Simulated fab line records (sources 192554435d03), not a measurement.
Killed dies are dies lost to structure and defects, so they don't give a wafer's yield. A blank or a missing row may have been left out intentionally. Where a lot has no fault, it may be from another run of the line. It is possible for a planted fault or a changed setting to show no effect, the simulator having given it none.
Which of the tools did it?    flow n5 finfet    Sampling: 9 lots, 25 wafers, 6 of 1938 route steps

== WHAT THE GAUGES SHOWED, per wafer ==
N5_BEOL_M2_OCD_MEAS_38. Usual: trench depth nm 55.3 nm, standard deviation 1.3.
lot   measured      on      trench depth nm (nm)  flag
L686  day 6 19:02   ocd-01  56.5 54.4 57.7        
L689  day 7 08:18   ocd-01  53.9 54.3 54.1        
L692  day 8 02:24   ocd-02  53.9 57.6 55.8        
L693  day 8 11:03   ocd-01  53.8 56.3 54.8        
L699  day 9 23:02   ocd-02  54.8 54.6 53.5        
L704  day 11 04:05  ocd-02  56.3 56.6             
L703  day 11 04:27  ocd-01  57.1 52.8             
L705  day 11 17:04  ocd-01  57.2 53.1 55.5        
L709  day 12 13:07  ocd-01  55.6 56.2 56.3        

N5_BEOL_M4_RC_MEAS_101. Usual: DIBL_N 36.6 mV/V, standard deviation 2.1; DIBL_P 36.3 mV/V, standard deviation 2.2; IOFF_N 0.16 nA/um, standard deviation 0.036; IOFF_P 0.21 nA/um, standard deviation 0.038; ION_N 671 uA/um, standard deviation 12; ION_P 460 uA/um, standard deviation 7.5; SS_N 71.8 mV/dec, standard deviation 0.72; SS_P 73.3 mV/dec, standard deviation 0.72; VT_N 250 mV, standard deviation 3.2; VT_P -250 mV, standard deviation 3.5.
lot   measured      on         DIBL_N (mV/V)   DIBL_P (mV/V)   IOFF_N (nA/um)  IOFF_P (nA/um)  ION_N (uA/um)  ION_P (uA/um)  SS_N (mV/dec)   SS_P (mV/dec)   VT_N (mV)    VT_P (mV)       flag
L686  day 7 18:29   prober-02  40.1 35.0 37.9  39.8 35.4 38.1  0.20 0.12 0.16  0.21 0.16 0.19  675 655 669    456 453 456    72.6 71.2 71.4  73.9 72.8 73.9  248 253 252  -254 -257 -257  
L689  day 8 13:08   prober-01  36.6 34.7 35.2  35.8 33.8 33.3  0.18 0.14 0.14  0.21 0.18 0.17  674 670 664    458 463 452    71.9 71.7 71.7  73.5 73.2 72.9  249 250 251  -251 -254 -253  
L699  day 11 02:44  prober-01  40.5 42.0 40.0  39.9 42.1 37.6  0.23 0.27 0.20  0.26 0.30 0.21  696 694 666    469 470 452    72.1 73.8 73.2  74.7 74.8 73.8  244 246 249  -249 -244 -251  
L704  day 12 11:01  prober-02  34.1 36.6       35.0 37.4       0.13 0.18       0.18 0.21       680 669        464 456        71.4 72.4       72.3 73.0       249 249      -251 -252       
L703  day 12 08:22  prober-02  32.8 33.8       32.3 34.7       0.12 0.15       0.17 0.21       668 684        464 470        70.8 71.4       73.3 73.4       254 248      -250 -248       
L705  day 12 15:39  prober-01  37.1 36.6 35.7  38.6 35.5 35.3  0.14 0.13 0.12  0.21 0.16 0.16  657 653 648    457 443 447    71.7 71.6 71.1  74.2 73.5 72.5  252 254 255  -251 -257 -254  
L709  day 13 12:16  prober-02  35.4 36.7 36.5  34.1 37.2 36.3  0.15 0.17 0.16  0.20 0.27 0.23  671 686 678    462 478 467    70.7 71.8 71.5  73.4 73.5 74.0  250 247 249  -248 -245 -246  

== WHICH TOOL RAN EACH LOT (tool, then ch and the chambers of the sampled wafers, then the start) ==
lot   N5_BEOL_M2_ETCHBACK_99              N5_BEOL_M2_ALD_84                    N5_BEOL_M2_ANNEAL_49          N5_BEOL_M2_CMP_52
L686  rie diel-02 ch 0,1,3, day 6 18:38   ald metal-01 ch 0,1,2, day 6 19:40   pvd sputter-02, day 6 20:11   cmp-03 ch 0,1,3, day 6 22:22
L689  rie diel-04 ch 1,3, day 7 07:54     ald metal-01 ch 0,1,3, day 7 09:04   pvd sputter-02, day 7 11:20   cmp-02 ch 0,1, day 7 13:43
L692  rie diel-01 ch 0,1,2, day 8 02:00   ald metal-01 ch 1,3, day 8 03:02     pvd sputter-01, day 8 03:45   cmp-03 ch 0,2,3, day 8 05:55
L693  rie diel-04 ch 0,1, day 8 10:40     ald metal-04 ch 0,2, day 8 11:26     pvd sputter-01, day 8 13:44   cmp-03 ch 2,3, day 8 15:55
L699  rie diel-04 ch 1,2,3, day 9 22:38   ald metal-04 ch 2,3, day 9 23:22     pvd sputter-01, day 10 01:32  cmp-01 ch 0,1,2, day 10 03:47
L704  rie diel-01 ch 2,3, day 11 03:41    ald metal-04 ch 0,2, day 11 04:34    pvd sputter-01, day 11 05:10  cmp-01 ch 1,2, day 11 07:21
L703  rie diel-01 ch 0,2, day 11 04:03    ald metal-04 ch 0,1, day 11 05:07    pvd sputter-02, day 11 05:50  cmp-01 ch 1,3, day 11 08:00
L705  rie diel-01 ch 0,2,3, day 11 16:41  ald metal-04 ch 0,1,2, day 11 18:17  pvd sputter-02, day 11 19:01  cmp-03 ch 1,2,3, day 11 21:13
L709  rie diel-04 ch 2,3, day 12 12:44    ald metal-01 ch 0,3, day 12 13:37    pvd sputter-01, day 12 14:16  cmp-02 ch 1,2, day 12 16:26
- N5_BEOL_M2_ETCHBACK_99: etches SiO2 in CHF3, target depth 5 nm, time 10.4 s.
- N5_BEOL_M2_ALD_84: deposits TaN, pulse time 2 s, purge time 3 s, co reactant purge time 2 s.
- N5_BEOL_M2_ANNEAL_49: time 240 s.
- N5_BEOL_M2_CMP_52: polishes, stops on SiOC, t overpolish 6.8 s, target thk 40 nm.

== AS READ BY THE TOOLS THEMSELVES (means over the sampled wafers that have a number; for cases with no such wafer, the mark the record gives instead) ==
N5_BEOL_M2_ETCHBACK_99. Usual: drypump motor current A 5.9 A, standard deviation 0.43; oes product au 0.80 a.u., standard deviation 0.097; rf vpp V 240 V, standard deviation 3.9; showerhead plenum p Torr 2.16 Torr, standard deviation 0.056; throttle valve pct 17.10 %, standard deviation 0.29.
lot   tool         drypump motor current A (A)  oes product au (a.u.)  rf vpp V (V)  showerhead plenum p Torr (Torr)  throttle valve pct (%)  flag
L686  rie diel-02  5.9                          0.79                   242           2.19                             17.15                   
L689  rie diel-04  5.6                          0.75                   240           2.11                             17.31                   
L692  rie diel-01  6.1                          0.89                   243           2.15                             17.01                   
L693  rie diel-04  6.3                          0.86                   236           2.12                             16.83                   
L699  rie diel-04  5.7                          0.72                   239           2.14                             17.31                   
L704  rie diel-01  6.0                          0.84                   246           2.19                             17.16                   
L703  rie diel-01  6.2                          0.80                   244           2.11                             17.12                   
L705  rie diel-01  6.0                          0.78                   244           2.13                             17.23                   
L709  rie diel-04  5.3                          0.94                   240           2.18                             17.05                   

N5_BEOL_M2_ALD_84. Usual: chamber pressure Torr 3.000 Torr, standard deviation 0.006; heater power outer w 229 W, standard deviation 23; heater power w 420 W, standard deviation 43; precursor vessel pressure torr 26.25 Torr, standard deviation 0.05.
lot   tool          chamber pressure Torr (Torr)  heater power outer w (W)  heater power w (W)  precursor vessel pressure torr (Torr)  flag
L686  ald metal-01  3.002                         234                       442                 26.24                                  
L689  ald metal-01  2.999                         237                       429                 26.28                                  
L692  ald metal-01  -                             -                         -                   -                                      OFF
L693  ald metal-04  -                             -                         -                   -                                      OFF
L699  ald metal-04  2.999                         235                       443                 26.25                                  
L704  ald metal-04  3.000                         246                       450                 26.23                                  
L703  ald metal-04  3.005                         236                       426                 26.20                                  
L705  ald metal-04  2.996                         244                       448                 26.27                                  
L709  ald metal-01  3.006                         224                       398                 26.29                                  

N5_BEOL_M2_ANNEAL_49. Usual: heater power w 818 W, standard deviation 77; susceptor_temp_C_max 401.0, standard deviation 0.34.
lot   tool            heater power w (W)  susceptor_temp_C_max  flag
L686  pvd sputter-02  846                 401.2                 
L689  pvd sputter-02  797                 400.8                 
L692  pvd sputter-01  875                 400.9                 
L693  pvd sputter-01  819                 400.8                 
L699  pvd sputter-01  872                 400.7                 
L704  pvd sputter-01  950                 400.8                 
L703  pvd sputter-02  858                 401.2                 
L705  pvd sputter-02  843                 401.3                 
L709  pvd sputter-01  867                 400.7                 

N5_BEOL_M2_CMP_52. Usual: barrier field endpoint s 24.9 s, standard deviation 0.6; head pressure psi 0.9999 psi, standard deviation 0.0021; motor current A 5.8 A, standard deviation 0.53; slurry filter dp kPa 13.48 kPa, standard deviation 0.14.
lot   tool    barrier field endpoint s (s)  head pressure psi (psi)  motor current A (A)  slurry filter dp kPa (kPa)  flag
L686  cmp-03  24.6                          0.9999                   5.8                  13.51                       
L689  cmp-02  25.1                          0.9996                   6.3                  13.53                       
L692  cmp-03  22.8                          0.9986                   6.2                  13.65                       OFF
L693  cmp-03  23.1                          0.9972                   5.9                  13.43                       
L699  cmp-01  25.3                          1.0026                   5.0                  13.45                       
L704  cmp-01  24.7                          0.9983                   5.1                  13.68                       
L703  cmp-01  24.6                          0.9991                   5.2                  13.59                       
L705  cmp-03  24.7                          1.0003                   5.9                  13.52                       
L709  cmp-02  25.0                          1.0007                   6.4                  13.35                       

== THE ANSWER, worked out from the rows above alone ==
Rule: take the mean of a lot's wafers that have a number; if it is more than 3 standard deviations from the usual mean, the lot is off. A lot without any number at a reading at which 4 lots or more have one is off too. Where the step has rows for the other lots, those lots are counted as sound. The gauges are gone through in route order, then the tools' own readings, and for those a lot's mean is taken as printed above. At the first step where some lot is off, the reading lying furthest off is the one used; lots without a number count as furthest.
Off, at N5_BEOL_M2_ALD_84 on chamber pressure Torr: L692, L693. Without a number there: L692, L693.
A tool fits if, at that step or a process step before it, it ran every lot that is off, and no sound lot after the first of them. None of those tried fits.

== WHAT THE SIMULATOR PUT IN ==
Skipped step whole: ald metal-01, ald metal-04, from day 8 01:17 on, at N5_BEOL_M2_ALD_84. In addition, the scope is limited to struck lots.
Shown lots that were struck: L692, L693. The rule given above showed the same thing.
